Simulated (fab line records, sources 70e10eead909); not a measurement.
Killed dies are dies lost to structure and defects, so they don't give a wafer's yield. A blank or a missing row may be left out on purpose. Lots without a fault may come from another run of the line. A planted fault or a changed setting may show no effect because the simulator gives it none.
fab line records | flow nand_harc
record lots=12 wafers=36 last_day=34
route steps=1302 shown P_M2@348 P_BONDPAD@369 END@1302
lots that met no fault: from a run of the same line without faults
start_h: hours from the record's first day to the start of the lot's first wafer shown | wait_h: hours since the lot's step before | " the same as in the row above | L1.1+2: a row that stands for several wafers | - no value, or no start given | * or withheld: withheld | < > ~ a bound
route shown NAME@n: a module of which the file shows steps, and the number in the route of the first | usual: mean/standard deviation of fault-free wafers | same: alike in all rows | chamber/n: place in a boat | sites: the reading at each site | _std_site: their standard deviation | _edge_site: outer sites' mean less inner sites' | radius_mm: how far each site lies from the wafer's centre | mask NAME#n: copy n | behind: the tool/chamber that last shaped the wafer | hold: why the lot was held/for how many hours/how that ended | device: the transistor (n, p or np) that didn't switch | end of line: the same wafers' tests at the end of the route | a step without rows: its recipe alone | killed: dies lost to structure and defects at the first sort, not the wafer's yield | map: a wafer's dies, x killed, . not, _ none there
set.NAME: the setting as run; set.NAME@STEP: as run at that earlier step | model.NAME: the simulator's own value behind a step, which no gauge read
steps of the route over a sample of lots; a table a step, a row a wafer
services: from which hour (start_h, from the record's first day; less than 0 if before it) a tool's chamber was out of use, for how many hours, and why
## steps
# step NHARC_P_M2_INSPECT_27
# usual raw_defect_count=338/120
# columns lot.wafer tool chamber start_h wait_h raw_defect_count
L324.2 defect_inspect-02 - 146.62 0.0 222
L324.3 " - " " 214
L324.4 " - " " 141
L327.2 defect_inspect-01 - 158.28 0.0 229
L327.3 " - " " 262
L327.6 " - " " 203
L328.1 defect_inspect-01 - 171.59 0.0 383
L328.4 " - " " 458
L328.5 " - " " 577
L330.3 defect_inspect-02 - 190.91 0.0 323
L330.4 " - " " 346
L330.5 " - " " 306
L336.2 defect_inspect-02 - 251.88 0.0 461
L336.4 " - " " 259
L336.6 " - " " 629
L337.2 defect_inspect-01 - 275.82 0.0 486
L337.5 " - " " 494
L337.6 " - " " 306
L341.2 defect_inspect-01 - 298.82 0.0 500
L341.4 " - " " 361
L341.5 " - " " 353
L342.2 defect_inspect-01 - 311.74 0.0 356
L342.4 " - " " 355
L342.5 " - " " 258
L343.1 defect_inspect-01 - 321.96 0.0 139
L343.2 " - " " 224
L343.4 " - " " 396
L345.2 defect_inspect-01 - 333.08 0.0 545
L345.4 " - " " 349
L345.5 " - " " 405
L344.1 defect_inspect-02 - 333.68 0.0 560
L344.2 " - " " 379
L344.4 " - " " 259
L347.2 defect_inspect-01 - 361.09 0.0 232
L347.4 " - " " 183
L347.6 " - " " 263
# step NHARC_P_M2_DEP_33
# recipe target_thk_a=300 temp_c=370 target_thk_nm=30 pressure_torr=3 flow_sccm=200 rf_w=450 material=SiCN
# usual heater_power_w=543/88 susceptor_temp_C=369.97/0.23
# columns lot.wafer tool chamber start_h wait_h heater_power_w susceptor_temp_C
L324.3 pecvd-02 2 146.81 0.1 363 370.27
L324.2 " 0 " " 590 370.21
L324.4 " 1 " " 472 370.21
L327.3 pecvd-03 2 158.43 0.1 520 369.83
L327.2 " 0 " " 551 370.38
L327.6 " 2 " " 520 369.85
L328.1 pecvd-02 0 171.78 0.1 584 369.98
L328.4 " 2 " " 365 369.88
L328.5 " 0 " " 598 370.38
L330.3 pecvd-04 0 191.19 0.1 574 370.25
L330.5 " 2 " " 532 369.97
L330.4 " 1 " " 419 369.97
L336.2 pecvd-02 0 252.12 0.1 528 370.11
L336.6 " 1 " " 420 369.86
L336.4 " 0 " " 516 369.96
L337.2 pecvd-02 0 275.96 0.1 567 369.62
L337.6 " 1 " " 472 369.62
L337.5 " 2 " " 406 369.73
L341.2 pecvd-03 0 298.96 0.1 556 369.74
L341.4 " 1 " " 728 370.02
L341.5 " 2 " " 574 369.91
L342.2 pecvd-02 0 311.92 0.1 512 369.79
L342.4 " 2 " " 404 369.47
L342.5 " 1 " " 448 369.87
L343.2 pecvd-04 2 322.15 0.1 506 369.80
L343.1 " 0 " " 631 370.05
L343.4 " 2 " " 497 369.72
L345.2 pecvd-04 2 333.31 0.1 556 369.95
L345.4 " 0 " " 611 370.31
L345.5 " 1 " " 555 370.58
L344.1 pecvd-04 1 333.87 0.1 567 369.97
L344.2 " 2 " " 522 370.06
L344.4 " 1 " " 573 370.40
L347.2 pecvd-03 0 361.28 0.1 573 370.04
L347.6 " 2 " " 517 370.21
L347.4 " 0 " " 591 370.26
# step NHARC_P_BONDPAD_ETCH_12
# recipe target_depth_a=2000 time_s=100 chf3_flow_sccm=50 o2_flow_sccm=10 ar_flow_sccm=200 rf_w=500 bias_w=200 chemistry=CHF3/O2
# usual bias_w=200.1/0.61 chamber_pressure_mTorr=25.002/0.021 drypump_motor_current_A=5.8/0.6 oes_product_au=0.937/0.02 rf_vpp_V=370.8/2.4 showerhead_plenum_p_Torr=2.41/0.11 throttle_valve_pct=20.573/0.0089
# columns lot.wafer tool chamber start_h wait_h bias_w chamber_pressure_mTorr drypump_motor_current_A oes_product_au rf_hours_counter_h rf_vpp_V showerhead_plenum_p_Torr throttle_valve_pct
L324.2 rie_diel-10 0 148.65 - 199.2 24.995 6.2 0.926 5.8 372.8 2.52 20.570
L324.3 " 1 " " 199.9 25.010 5.9 0.930 5.6 369.4 2.37 20.566
L324.4 " 2 " " 200.3 24.993 5.3 0.919 2.6 368.1 2.29 20.565
L327.3 rie_diel-10 1 160.46 - 200.8 24.973 5.9 0.926 5.9 369.2 2.37 20.565
L327.2 " 2 " " 199.8 24.997 5.3 0.925 2.9 367.7 2.29 20.578
L327.6 " 1 " " 200.6 24.958 6.0 0.930 - 369.9 2.37 20.565
L328.1 rie_diel-09 0 173.63 - 201.7 25.007 6.5 0.978 0.4 371.7 2.41 20.569
L328.4 " 1 " " 199.8 25.026 6.4 0.966 0.4 372.8 2.55 20.573
L328.5 " 0 " " 200.4 25.008 6.5 0.987 - 371.4 2.41 20.573
L330.3 rie_diel-06 2 193.08 - 200.0 24.960 5.8 0.922 1.6 371.6 2.46 20.573
L330.4 " 3 " " 199.5 24.977 6.1 0.932 - 372.2 2.49 20.575
L330.5 " 0 " " 200.9 24.985 4.7 0.919 - 369.4 2.35 20.584
L336.4 rie_diel-10 1 253.96 - - - - - - - - -
L336.2 " 3 " " - - - - - - - -
L336.6 " 0 " " - - - - - - - -
L337.2 rie_diel-09 3 278.10 - - - - - - - - -
L337.6 " 2 " " - - - - - - - -
L337.5 " 3 " " - - - - - - - -
L341.4 rie_diel-10 1 301.00 - 199.9 25.032 5.9 0.927 1.9 369.7 2.37 20.580
L341.2 " 2 " " 199.5 24.978 5.3 0.923 1.7 368.0 2.28 20.595
L341.5 " 1 " " 199.2 24.988 5.9 0.919 - 371.0 2.37 20.575
L342.2 rie_diel-09 3 313.82 - 200.2 25.004 6.1 0.933 6.2 370.6 2.38 20.565
L342.4 " 0 " " 199.7 25.029 6.5 0.931 3.7 369.8 2.41 20.575
L342.5 " 2 " " 200.9 24.966 6.3 0.937 - 373.2 2.59 20.572
L343.2 rie_diel-10 1 324.14 - 200.2 25.031 6.0 0.935 3.2 369.1 2.37 20.575
L343.4 " 2 " " 199.6 25.016 5.3 0.932 3.0 367.1 2.28 20.576
L343.1 " 3 " " 200.3 24.962 4.7 0.921 2.8 368.7 2.28 20.579
L345.4 rie_diel-10 3 335.28 - 199.8 25.011 4.7 0.931 3.4 367.7 2.28 20.577
L345.2 " 0 " " 200.0 25.011 6.2 0.923 3.6 374.4 2.52 20.562
L345.5 " 0 " " 199.3 25.030 6.3 0.925 - 371.9 2.52 20.575
L344.1 rie_diel-10 1 335.85 - 200.4 25.009 5.9 0.956 4.2 369.7 2.37 20.558
L344.4 " 2 " " 200.6 24.991 5.3 0.960 3.9 367.7 2.28 20.570
L344.2 " 0 " " 199.5 24.997 6.2 0.976 3.7 373.8 2.52 20.558
L347.2 rie_diel-09 1 363.21 - 199.5 25.018 6.4 0.926 1.4 374.3 2.54 20.572
L347.6 " 1 " " 199.2 24.997 6.4 0.925 - 372.8 2.54 20.557
L347.4 " 2 " " 200.3 24.980 6.3 0.925 - 375.4 2.59 20.572
# step NHARC_P_BONDPAD_PVD_17
# recipe target_thk_a=50 bias_v=168.6 power_w=15000 chamber_pressure_pa=0.12 time_s=8.06 substrate_temp_c=50 material=TaN
# usual bias_v=168.5/1.8 throttle_valve_pct=30.3/1.2
# columns lot.wafer tool chamber start_h wait_h bias_v throttle_valve_pct
L324.3 pvd_sputter-02 - - - 166.8 28.8
L324.2 " - " " 168.3 28.6
L324.4 " - " " 169.2 30.7
L327.3 pvd_sputter-02 - - - 170.0 29.0
L327.2 " - " " 168.1 28.7
L327.6 " - " " 169.1 31.0
L328.1 pvd_sputter-02 - - - 169.4 30.5
L328.4 " - " " 165.4 29.9
L328.5 " - " " 166.8 29.8
L330.3 pvd_sputter-02 - - - 168.9 29.6
L330.4 " - " " 167.9 30.8
L330.5 " - " " 168.6 29.3
L336.4 pvd_sputter-01 - - - 170.7 30.0
L336.2 " - " " 171.5 30.6
L336.6 " - " " 169.3 29.7
L337.2 pvd_sputter-02 - - - 168.2 28.9
L337.5 " - " " 170.4 28.9
L337.6 " - " " 169.2 28.6
L341.4 pvd_sputter-02 - - - 165.1 29.9
L341.2 " - " " 169.1 28.8
L341.5 " - " " 166.9 29.7
L342.4 pvd_sputter-01 - - - 167.1 33.4
L342.2 " - " " 169.3 30.0
L342.5 " - " " 168.8 29.9
L343.1 pvd_sputter-01 - - - 172.9 30.9
L343.4 " - " " 167.1 29.8
L343.2 " - " " 164.6 31.0
L345.2 pvd_sputter-03 - - - 169.3 30.8
L345.4 " - " " 171.5 30.3
L345.5 " - " " 169.1 30.4
L344.4 pvd_sputter-02 - - - 166.0 31.9
L344.2 " - " " 167.8 30.6
L344.1 " - " " 167.5 28.8
L347.4 pvd_sputter-02 - - - 167.7 28.9
L347.2 " - " " 169.7 29.9
L347.6 " - " " 168.7 28.8
# step NHARC_END_SORT_01
# recipe temp_c=25
# usual defect_limited_yield=91/3.1 killed_at_array=56/21 killed_at_other=1.2/1.6 killed_at_periphery=3.7/2.5 killed_dies=61/21 killed_open=3.1/1.8 killed_short=2.8/1.7
# same gross_dies=677
# columns lot.wafer tool chamber start_h wait_h defect_limited_yield[%] killed_at_array killed_at_other killed_at_periphery killed_dies killed_open killed_short
L337.2 prober-02 0 691.18 2.8 0 20 0 657 677 6 2
L337.5 prober-02 0 693.53 3.6 0 23 0 654 677 2 3
L337.6 prober-02 0 694.32 3.9 0 22 0 655 677 7 2
L336.2 prober-01 0 691.25 2.8 0 50 0 627 677 2 1
L336.4 prober-01 0 692.86 3.4 0 44 0 633 677 2 1
L336.6 prober-01 0 694.47 4.0 0 35 0 642 677 2 1
L341.2 prober-01 0 712.23 2.8 90 62 0 6 68 2 3
L341.4 prober-01 0 713.83 3.4 86 85 2 7 94 3 5
L341.5 prober-01 0 714.64 3.7 88 74 0 9 83 3 6
L343.1 prober-02 0 738.75 2.5 92 53 0 0 53 0 1
L343.2 prober-02 0 739.55 2.8 92 51 1 4 56 4 6
L343.4 prober-02 0 741.15 3.4 92 50 0 3 53 4 4
L342.2 prober-01 0 739.59 2.8 92 49 0 4 53 3 5
L342.4 prober-01 0 741.21 3.4 92 55 0 2 57 3 1
L342.5 prober-01 0 742.02 3.7 91 54 1 5 60 5 4
L344.1 prober-01 0 772.41 2.5 88 77 0 3 80 3 2
L344.2 prober-01 0 773.22 2.8 87 81 1 5 87 6 3
L344.4 prober-01 0 774.83 3.4 89 70 5 0 75 0 3
L345.2 prober-02 0 773.24 2.8 90 64 0 3 67 6 3
L345.4 prober-02 0 774.82 3.4 91 58 2 0 60 4 5
L345.5 prober-02 0 775.61 3.6 93 46 2 2 50 1 0
L347.2 prober-01 0 805.81 2.8 96 19 2 3 24 2 3
L347.4 prober-01 0 807.42 3.4 94 26 4 8 38 8 0
L347.6 prober-01 0 809.03 4.0 95 20 4 7 31 5 3
# killed by level:class
L337.2 P_BONDPAD:area_etch=653 A_CHANNEL_HOLE_D1:chamber_film_flake=7 A_SLIT:chamber_film_flake=3 A_DECK1_JOINT:geometric_particle:open=2 A_CONTACT:chamber_film_flake=2 P_GATE:geometric_particle:short=1 P_CONTACT:geometric_particle:open=1 A_CHANNEL_FILL_D2:geometric_particle:open=1
L336.2 P_BONDPAD:area_etch=625 A_CHANNEL_HOLE_D2:chamber_film_flake=20 A_CHANNEL_HOLE_D1:chamber_film_flake=13 A_CHANNEL_FILL_D2:chamber_film_flake=5 A_BLC:chamber_film_flake=3 P_BONDPAD:chamber_film_flake=2 A_SLIT:chamber_film_flake=2 A_STAIRCASE:chamber_film_flake=2
L336.4 P_BONDPAD:area_etch=631 A_CHANNEL_HOLE_D2:chamber_film_flake=16 A_CHANNEL_HOLE_D1:chamber_film_flake=7 A_STAIRCASE:chamber_film_flake=4 A_CONTACT:chamber_film_flake=4 A_DECK1_JOINT:chamber_film_flake=3 A_SLIT:chamber_film_flake=3 A_BLC:chamber_film_flake=3
L337.5 P_BONDPAD:area_etch=653 A_CHANNEL_HOLE_D1:chamber_film_flake=7 A_SLIT:chamber_film_flake=5 A_STAIRCASE:chamber_film_flake=2 A_ONON_D1:geometric_particle:short=1 A_CHANNEL_FILL_D1:geometric_particle:short=1 A_CHANNEL_FILL_D2:geometric_particle:open=1 A_SLIT:geometric_particle:short=1
L337.6 P_BONDPAD:area_etch=654 A_CHANNEL_HOLE_D1:chamber_film_flake=8 A_SLIT:chamber_film_flake=3 A_CONTACT:geometric_particle:open=2 A_M0:geometric_particle:open=2 A_CONTACT:chamber_film_flake=2 P_M1:geometric_particle:open=1 A_CHANNEL_FILL_D1:geometric_particle:open=1
L336.6 P_BONDPAD:area_etch=638 A_CHANNEL_HOLE_D2:chamber_film_flake=13 A_CHANNEL_HOLE_D1:chamber_film_flake=8 P_BONDPAD:chamber_film_flake=4 A_BLC:chamber_film_flake=4 A_STAIRCASE:chamber_film_flake=2 A_SLIT:chamber_film_flake=2 A_CHANNEL_FILL_D1:geometric_particle:open=1
L341.2 A_CHANNEL_HOLE_D1:chamber_film_flake=22 A_SLIT:chamber_film_flake=20 A_CHANNEL_HOLE_D2:chamber_film_flake=12 P_ZERO_WELL:chamber_film_flake=4 P_M1:chamber_film_flake=2 A_STAIRCASE:chamber_film_flake=2 A_ONON_D1:geometric_particle:short=1 A_CHANNEL_FILL_D1:geometric_particle:open=1
L341.4 A_CHANNEL_HOLE_D1:chamber_film_flake=34 A_SLIT:chamber_film_flake=20 A_CHANNEL_HOLE_D2:chamber_film_flake=16 P_STI:chamber_film_flake=4 A_BLC:chamber_film_flake=3 A_CHANNEL_FILL_D1:geometric_particle:open=2 P_CONTACT:chamber_film_flake=2 A_STAIRCASE:chamber_film_flake=2
L341.5 A_CHANNEL_HOLE_D1:chamber_film_flake=32 A_SLIT:chamber_film_flake=19 A_CHANNEL_HOLE_D2:chamber_film_flake=15 P_M1:chamber_film_flake=5 P_M0:geometric_particle:short=2 A_CHANNEL_FILL_D1:geometric_particle:short=2 A_ONON_D2:geometric_particle:short=2 A_CONTACT:chamber_film_flake=2
L343.1 A_CHANNEL_HOLE_D2:chamber_film_flake=22 A_CHANNEL_HOLE_D1:chamber_film_flake=10 A_SLIT:chamber_film_flake=7 A_STAIRCASE:chamber_film_flake=5 A_ZERO_WELL:chamber_film_flake=2 A_CHANNEL_FILL_D1:chamber_film_flake=2 A_CONTACT:chamber_film_flake=2 A_SGD_CUT:geometric_particle:short=1
L343.2 A_CHANNEL_HOLE_D2:chamber_film_flake=20 A_STAIRCASE:chamber_film_flake=6 A_CHANNEL_HOLE_D1:chamber_film_flake=5 A_SLIT:chamber_film_flake=5 A_CONTACT:chamber_film_flake=5 A_BLC:geometric_particle:open=2 A_CHANNEL_FILL_D1:chamber_film_flake=2 P_CONTACT:geometric_particle:short=1
L342.2 A_SLIT:chamber_film_flake=27 A_CHANNEL_HOLE_D1:chamber_film_flake=7 A_CONTACT:chamber_film_flake=3 A_ZERO_WELL:chamber_film_flake=2 P_M2:geometric_particle:short=1 A_ONON_D1:geometric_particle:short=1 A_CHANNEL_HOLE_D1:geometric_particle:open=1 A_ONON_D2:geometric_particle:open=1
L343.4 A_CHANNEL_HOLE_D2:chamber_film_flake=21 A_CHANNEL_HOLE_D1:chamber_film_flake=9 A_STAIRCASE:chamber_film_flake=7 A_WL_FILL:geometric_particle:short=3 P_BONDPAD:chamber_film_flake=2 A_SLIT:chamber_film_flake=2 P_STI:geometric_particle:open=1 A_SOURCE_PLATE:geometric_particle:open=1
L342.4 A_SLIT:chamber_film_flake=24 A_CHANNEL_HOLE_D1:chamber_film_flake=17 A_SGD_CUT:chamber_film_flake=4 A_ONON_D1:geometric_particle:open=2 A_STAIRCASE:chamber_film_flake=2 A_CHANNEL_HOLE_D1:geometric_particle:short=1 A_CHANNEL_FILL_D2:geometric_particle:open=1 P_ZERO_WELL:chamber_film_flake=1
L342.5 A_SLIT:chamber_film_flake=27 A_CHANNEL_HOLE_D1:chamber_film_flake=12 P_M0:geometric_particle:open=2 A_CONTACT:chamber_film_flake=2 A_DECK1_JOINT:chamber_film_flake=2 A_SGD_CUT:chamber_film_flake=2 P_ZERO_WELL:geometric_particle:open=1 A_CHANNEL_HOLE_D1:geometric_particle:short=1
L344.1 A_SLIT:chamber_film_flake=25 A_CHANNEL_HOLE_D2:chamber_film_flake=24 A_CHANNEL_HOLE_D1:chamber_film_flake=10 A_CONTACT:chamber_film_flake=7 A_M0:chamber_film_flake=5 P_GATE:geometric_particle:open=1 P_M2:geometric_particle:open=1 A_ONON_D1:geometric_particle:short=1
L344.2 A_SLIT:chamber_film_flake=31 A_CHANNEL_HOLE_D2:chamber_film_flake=20 A_CHANNEL_HOLE_D1:chamber_film_flake=12 A_CONTACT:chamber_film_flake=7 A_CHANNEL_FILL_D1:chamber_film_flake=3 P_GATE:chamber_film_flake=2 P_STI:geometric_particle:open=1 P_GATE:geometric_particle:open=1
L345.2 A_SLIT:chamber_film_flake=29 A_CHANNEL_HOLE_D1:chamber_film_flake=17 A_SGD_CUT:chamber_film_flake=4 A_M0:geometric_particle:open=3 A_CHANNEL_HOLE_D2:chamber_film_flake=2 A_DECK1_JOINT:geometric_particle:short=1 A_ONON_D2:geometric_particle:short=1 A_ONON_D2:geometric_particle:open=1
L345.4 A_SLIT:chamber_film_flake=32 A_CHANNEL_HOLE_D1:chamber_film_flake=10 A_SGD_CUT:chamber_film_flake=3 A_CONTACT:chamber_film_flake=3 A_ONON_D1:geometric_particle:short=1 A_CHANNEL_FILL_D1:geometric_particle:short=1 A_DECK1_JOINT:geometric_particle:open=1 A_DECK1_JOINT:geometric_particle:short=1
L344.4 A_SLIT:chamber_film_flake=26 A_CHANNEL_HOLE_D2:chamber_film_flake=21 A_CHANNEL_HOLE_D1:chamber_film_flake=8 A_M0:chamber_film_flake=7 THIN_TSV:chamber_film_flake=5 A_CONTACT:chamber_film_flake=3 A_ONON_D1:geometric_particle:short=1 A_WL_FILL:geometric_particle:short=1
L345.5 A_SLIT:chamber_film_flake=26 A_CHANNEL_HOLE_D1:chamber_film_flake=14 A_SGD_CUT:chamber_film_flake=2 THIN_TSV:chamber_film_flake=2 P_CONTACT:geometric_particle:open=1 P_BONDPAD:chamber_film_flake=1 A_CHANNEL_HOLE_D2:chamber_film_flake=1 A_STAIRCASE:chamber_film_flake=1
L347.2 A_SLIT:chamber_film_flake=9 A_CONTACT:chamber_film_flake=3 A_CHANNEL_HOLE_D2:chamber_film_flake=2 THIN_TSV:chamber_film_flake=2 P_CONTACT:geometric_particle:open=1 P_M0:geometric_particle:short=1 A_ONON_D2:geometric_particle:short=1 A_SLIT:geometric_particle:open=1
L347.4 A_SLIT:chamber_film_flake=9 A_CONTACT:chamber_film_flake=6 P_GATE:chamber_film_flake=5 THIN_TSV:chamber_film_flake=4 P_M0:geometric_particle:open=2 A_M0:geometric_particle:open=2 A_CHANNEL_HOLE_D2:chamber_film_flake=2 A_CHANNEL_HOLE_D1:geometric_particle:open=1
L347.6 A_SLIT:chamber_film_flake=7 A_CONTACT:chamber_film_flake=5 THIN_TSV:chamber_film_flake=4 P_GATE:chamber_film_flake=4 P_M0:geometric_particle:open=2 A_ONON_D1:geometric_particle:open=2 A_ONON_D2:geometric_particle:short=2 A_ONON_D1:geometric_particle:short=1
## services
# columns tool chamber start_h hours kind
rie_diel-10 2 131.49 5.3 repair
rie_diel-09 - 143.10 9.0 pm
pvd_sputter-02 - 145.49 0.6 repair
rie_diel-10 1 167.67 4.5 repair
rie_diel-10 1 174.66 4.0 repair
pecvd-03 - 185.23 13.0 pm
rie_diel-09 0 217.26 57.8 repair
pvd_sputter-01 - 226.00 10.0 pm
pecvd-02 - 227.71 13.0 pm
pvd_sputter-02 - 236.49 4.4 repair
rie_diel-10 - 242.50 9.0 pm
pecvd-04 - 269.21 13.0 pm
rie_diel-09 2 271.92 3.1 repair
pvd_sputter-02 - 282.00 10.0 pm
rie_diel-09 3 285.98 3.9 repair
pvd_sputter-02 - 296.03 3.5 repair
rie_diel-09 - 320.10 9.0 pm
pecvd-02 2 331.50 2.7 repair
pvd_sputter-02 - 341.99 8.0 repair
pecvd-04 - 344.28 4.8 repair
pvd_sputter-01 - 350.18 0.7 repair
pvd_sputter-02 - 356.88 2.3 repair
rie_diel-09 2 358.30 4.7 repair
rie_diel-09 3 362.89 3.5 repair
## key
first_sign step=NHARC_P_BONDPAD_ETCH_12 reading=tool_record direction=missing
effect step=NHARC_END_SORT_01 reading=killed_at_periphery direction=up sigmas=99+ usual=3.7 struck=644.7
more_kills_born_at NHARC_P_BONDPAD_ETCH_12@rie_diel-09=1960 NHARC_P_BONDPAD_ETCH_12@rie_diel-10=1894
met_at NHARC_P_BONDPAD_ETCH_12
struck_lots L336,L337
later_rows_left_out L336.2,L336.4,L336.6,L337.2,L337.5,L337.6
loop_trim step=NHARC_P_M2_EXPOSE_06 setting=dose lots=L336,L337
not_acting_at NHARC_P_M2_INSPECT_27,NHARC_P_M2_DEP_33,NHARC_P_BONDPAD_PVD_17
onset_between 173.63 253.96
fault kind=skipped_step_whole tool=rie_diel-09,rie_diel-10 chamber=- onset_h=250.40 steps=NHARC_P_BONDPAD_ETCH_12 scope=struck_lots_only
# later_rows_left_out: the simulator's readings of these wafers behind a module that went badly wrong aren't trusted and aren't shown, but for the sort
# loop_trim: a control loop set the setting to another value than it would have without faults
